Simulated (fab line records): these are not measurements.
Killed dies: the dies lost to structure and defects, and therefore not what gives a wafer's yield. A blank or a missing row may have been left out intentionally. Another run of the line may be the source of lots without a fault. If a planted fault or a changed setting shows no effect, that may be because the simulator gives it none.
Which tool was responsible?	flow n5Finfet	11 lots, 32 wafers sampled, at 3 steps of a route of 1938

## WHAT THE GAUGES SHOWED, per wafer
N5_BEOL_M8_THK_MEAS_01.
lot	measured	on	M8_ILD_THK (nm)
L445	day 9 10:55	filmMetro-02	152.5 149.7 153.7
L446	day 9 14:45	filmMetro-02	152.3 154.2 158.0
L448	day 10 02:40	filmMetro-02	158.2 155.8 157.1
L449	day 10 04:32	filmMetro-02	155.4 158.5 157.7
L455	day 11 22:50	filmMetro-01	169.1 172.7 174.2
L456	day 12 03:50	filmMetro-02	171.6 172.7
L459	day 12 16:52	filmMetro-02	151.1 151.3 153.9
L457	day 12 20:47	filmMetro-01	169.4 172.5 172.1
L463	day 14 13:20	filmMetro-01	151.2 152.4 154.1
L467	day 14 15:09	filmMetro-02	152.4 155.0 157.5
L464	day 14 15:53	filmMetro-01	154.3 154.3 156.2

## WHAT TOOL EACH LOT RAN ON (gives the tool, then ch and the chambers of the sampled wafers, and finally the start)
lot	N5_BEOL_M8_ILD_DEP_00	N5_BEOL_M8_CURE_74
L445	pecvd-04 ch 0,1, day 9 10:20	uvCure-02 ch 1, day 9 10:24
L446	pecvd-02 ch 0,1,2, day 9 14:10	uvCure-03 ch 0, day 9 14:23
L448	pecvd-01 ch 0,2, day 10 01:43	uvCure-01 ch 1, day 10 02:19
L449	pecvd-01 ch 0,2, day 10 03:56	uvCure-01 ch 2, day 10 04:01
L455	pecvd-01 ch 0,1, day 11 22:15	uvCure-01 ch 0, day 11 22:19
L456	pecvd-01 ch 1,2, day 12 03:16	uvCure-02 ch 2, day 12 03:29
L459	pecvd-02 ch 1,2, day 12 16:17	uvCure-03 ch 2, day 12 16:26
L457	pecvd-01 ch 0,1,2, day 12 20:13	uvCure-03 ch 0, day 12 20:16
L463	pecvd-02 ch 0,1,2, day 14 12:45	uvCure-02 ch 1, day 14 12:49
L467	pecvd-02 ch 0,1, day 14 14:34	uvCure-01 ch 1, day 14 14:43
L464	pecvd-04 ch 1,2, day 14 15:19	uvCure-02 ch 0, day 14 15:22
- N5_BEOL_M8_ILD_DEP_00: deposits SiCOH lowk from DEMS/porogen, target thk 179.75 nm, time 33.4 s.
- N5_BEOL_M8_CURE_74: cures SiCOH lowk, time 240 s.

## THE ANSWER, worked out from the rows above alone
Rule: the usual values come from the lots themselves. The widest of any qualifying gaps counts: lots, ordered by their means at a reading, are off when they make up no more than a third of the lots, leave a main group of 4 or more, and stand apart from it by 3 or more times the standard deviation of that group's means. A main group whose means are all the same, to the digits that the tables above print for the reading, isn't used. A lot without any number at a reading at which 4 lots or more have one is off too. The other lots that the step has rows for count as sound.
Off: at N5_BEOL_M8_THK_MEAS_01 (M8_ILD_THK), L455, L456, L457. The main group: mean 154.4 nm, standard deviation 1.9.
A tool fits if, at a process step before that reading, it ran every lot that is off, and no sound lot after the first of them. The gauges at N5_BEOL_M8_THK_MEAS_01 are tried like those tools. One fits: N5_BEOL_M8_ILD_DEP_00 on pecvd-01. A fault onset in the window from L449 (day 10 03:56, its last sound lot) to L455 (day 11 22:15, its first lot off) fits.

## WHAT THE SIMULATOR HAD INSERTED
Process parameters drifting: pecvd-01 at N5_BEOL_M8_ILD_DEP_00, beginning at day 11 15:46. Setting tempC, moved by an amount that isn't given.
Struck lots among those shown: L455, L456, L457. The same result came from the rule above.
